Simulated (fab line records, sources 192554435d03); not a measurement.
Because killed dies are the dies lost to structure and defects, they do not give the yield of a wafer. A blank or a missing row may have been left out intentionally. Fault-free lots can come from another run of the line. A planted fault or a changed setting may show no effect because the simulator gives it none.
Comparing a struck lot with a sound one    flow n5_finfet    39 out of 1938 route steps
Sound: the wafers L274.3, L274.4, L274.5. The struck wafers were L276.1, L276.4, L276.5. The cause is named last.
Per side, at each step with rows, come the tool, then ch with its chambers, and then its first start. Under that, the readings that differ: sound wafers    struck wafers    difference of the means    sigmas: that difference in standard deviations of wafers without a fault.
alike: readings with means less than 2 such deviations apart, plus words and numbers identical on both sides. not compared: withheld readings, readings lacking a value on some wafer, bounds such as >300 that could conceal the same value, and numbers that have no deviation in the record and whose values overlap.
Wherever a step has rows on one side only, a row that says differs or no value, or a row with sigmas, the two part there. Non-overlapping numbers with no deviation appear without sigmas and do not part them. Lack of a reading on every wafer of one side parts them only where that side has two or more wafers.

first, 8 steps without rows for these wafers: N5_BEOL_M2_ANNEAL_51 (time 90 s); N5_BEOL_M2_CMP_52 (polishes, stops on SiOC, t overpolish 6.8 s, target thk 40 nm); N5_BEOL_M2_PRE_CLEAN_60 (time 15 s); N5_BEOL_M2_CO_CAP_55 (material Co, precursor CCTBA/H2, target thk 2 nm, time 102.1 s); N5_BEOL_M2_PRE_CLEAN_56 (time 15 s); N5_BEOL_M2_DEP_57 (deposits SiCN from 3MS/NH3, target thk 8 nm, time 14 s); N5_BEOL_M3_ILD_DEP_00 (deposits SiOC from DEMS/O2, target thk 79 nm, time 15.3 s); N5_BEOL_M3_PECVD_72 (deposits SiO2 from TEOS/O2, target thk 16 nm, time 18 s).
N5_BEOL_M3_HM_DEP_02: deposits TiN, target thk 20 nm.
  sound on pvd_sputter-02 at day 10 21:32; struck on pvd_sputter-03 at day 11 11:31
reading                                     sound           struck          difference  sigmas
throttle_valve_pct (%)                      30.6 29.3 29.7  32.1 31.2 31.3  +1.7        +2
model.TiN_of_BEOL_M3_HM_DEP_02.thk_nm (nm)  20.2 20 19.8    29 29 29.2      +9          
then, 16 steps without rows for these wafers: N5_BEOL_M3_COAT_61 (time 60 s, resist thk 60 nm); N5_BEOL_M3_COAT_62 (time 60 s, resist thk 12 nm); N5_BEOL_M3_COAT_73 (time 60 s, resist thk 5 nm); N5_BEOL_M3_COAT_05 (resist thk 30 nm); N5_BEOL_M3_EBR_07; N5_BEOL_M3_SOFTBAKE_06 (time 60 s); N5_BEOL_M3_EXPOSE_08 (exposes mask M3); N5_BEOL_M3_PEB_09 (peb time 60 s); N5_BEOL_M3_DEVELOP_10 (develop time 30 s); N5_BEOL_M3_DESCUM_16 (chemistry O2, time 7 s); N5_BEOL_M3_ETCH_74 (etches underlayer in N2/H2, target depth 6.5 nm, time 5.2 s); N5_BEOL_M3_ETCH_63 (etches SiARC in CF4, target depth 15.6 nm, time 26 s); N5_BEOL_M3_ETCH_64 (etches SOC in N2/H2, target depth 75 nm, overetch 15 nm, time 112.5 s); N5_BEOL_M3_STRIP_65 (strips in N2/H2); N5_BEOL_M3_STRIP_75 (strips in N2/H2); N5_BEOL_M3_STRIP_66 (strips in CF4).
N5_BEOL_M3_HM_OPEN_17: chemistry Cl2/BCl3, target TiN, target depth 20 nm, overetch 6 nm.
  sound on rie_metal-01 ch 0,1, day 10 22:28; struck on rie_metal-02 ch 0,1, day 11 12:16
reading                   sound              struck             difference  sigmas
oes_product_au (a.u.)     0.62 0.68 0.68     0.70 0.87 0.86     +0.15       +2
throttle_valve_pct (%)    21.95 22.08 22.09  21.99 21.66 21.66  -0.27       -3
model.etch.depth_nm (nm)  20.1 20.03 19.75   25.96 26.5 26.13   +6.24       
  alike: chamber_pressure_mTorr, drypump_motor_current_A, oes_ar_750_au
  not compared: rf_hours_counter_h
then, 8 steps without rows for these wafers: N5_BEOL_M3_STRIP_19 (strips in O2); N5_BEOL_M3_COAT_67 (time 60 s, resist thk 60 nm); N5_BEOL_M3_COAT_68 (time 60 s, resist thk 12 nm); N5_BEOL_M3_COAT_76 (time 60 s, resist thk 5 nm); N5_BEOL_M3_COAT_22 (resist thk 30 nm); N5_BEOL_M3_EBR_24; N5_BEOL_M3_SOFTBAKE_23 (time 60 s); N5_BEOL_M3_EXPOSE_25 (exposes mask V2, defocus 5 nm).
N5_BEOL_M3_ETCHBACK_99: etches SiO2 in CHF3, target depth 5 nm, time 10.4 s.
  sound on rie_diel-06 ch 1,2, day 11 03:08; struck on rie_diel-04 ch 1,2,3, day 11 14:40
reading                sound           struck          difference  sigmas
oes_product_au (a.u.)  0.99 0.71 0.98  0.47 0.64 0.41  -0.39       -5
  alike: chamber_pressure_mTorr, drypump_motor_current_A, oes_ar_750_au, oes_f_703_au, rf_vpp_V, showerhead_plenum_p_Torr, throttle_valve_pct
  not compared: rf_hours_counter_h
N5_BEOL_M3_TRENCH_ETCH_37: etches SiOC in C4F6/O2, target depth 55.555 nm, time 29.2 s.
  sound on rie_diel-06 ch 1,2; struck on rie_diel-04 ch 1,2,3
reading                                     sound           struck          difference  sigmas
rf_vpp_V (V)                                677 674 679     671 668 661     -10         -2
model.TiN_of_BEOL_M3_HM_DEP_02.thk_nm (nm)  17.6 17.6 17.4  26.6 26.4 26.8  +9.1        
  alike: chamber_pressure_mTorr, drypump_motor_current_A, oes_ar_750_au, oes_f_703_au, oes_product_au, showerhead_plenum_p_Torr, throttle_valve_pct
  not compared: rf_hours_counter_h
N5_BEOL_M3_OCD_MEAS_38:
  sound on ocd-01 at day 11 03:31; struck on ocd-02 at day 11 15:03
reading               sound           struck          difference  sigmas
trench_depth_nm (nm)  57.9 55.4 57.4  15.3 31.1 17.2  -35.7       -37
N5_BEOL_M4_RC_MEAS_101:
  sound on prober-01 ch 0, day 11 23:05; struck on prober-01 ch 0, day 12 10:47
  alike: DIBL_N, DIBL_P, IOFF_N, IOFF_P, ION_N, ION_P, SS_N, SS_P, VT_N, VT_P
  not compared: CHAIN_V2_max_site, CHAIN_V3_max_site
-- here the record skips 4 days between the struck wafers' starts before and after, leaving off in module BEOL_M4 and picking up in module PASSIVATION (first step shown: number 1936 of the route) --
N5_PASSIVATION_PROBE_49:
  sound on prober-02 at day 16 01:46; struck on prober-01 at day 16 19:47
reading                   sound           struck          difference  sigmas
defect_limited_yield (%)  90.8 89.7 88.3  25.3 54.0 41.4  -49.4       -33
killed_at_M0_to_M3        42 40 45        794 472 623     +587        +49
killed_dies               108 121 138     882 543 691     +583        +32
killed_on_rim             15 10 24        119 51 135      +85         +19
sort_bin_5_function (%)   6.3 6.9 7.2     69.9 42.0 54.2  +48.6       +49
sort_n_pass               1072 1059 1042  298 637 489     -583        -32
sort_yield_pct (%)        90.8 89.7 88.3  25.3 54.0 41.4  -49.4       -33
  alike: killed_at_M4_up, killed_at_contacts, killed_at_front_end, killed_at_other, killed_open, killed_short, sort_bin_6_memory

WHERE THEY PART
Earliest at N5_BEOL_M3_HM_DEP_02; latest, in this record, at N5_PASSIVATION_PROBE_49.

WHY: the cause the simulator had injected
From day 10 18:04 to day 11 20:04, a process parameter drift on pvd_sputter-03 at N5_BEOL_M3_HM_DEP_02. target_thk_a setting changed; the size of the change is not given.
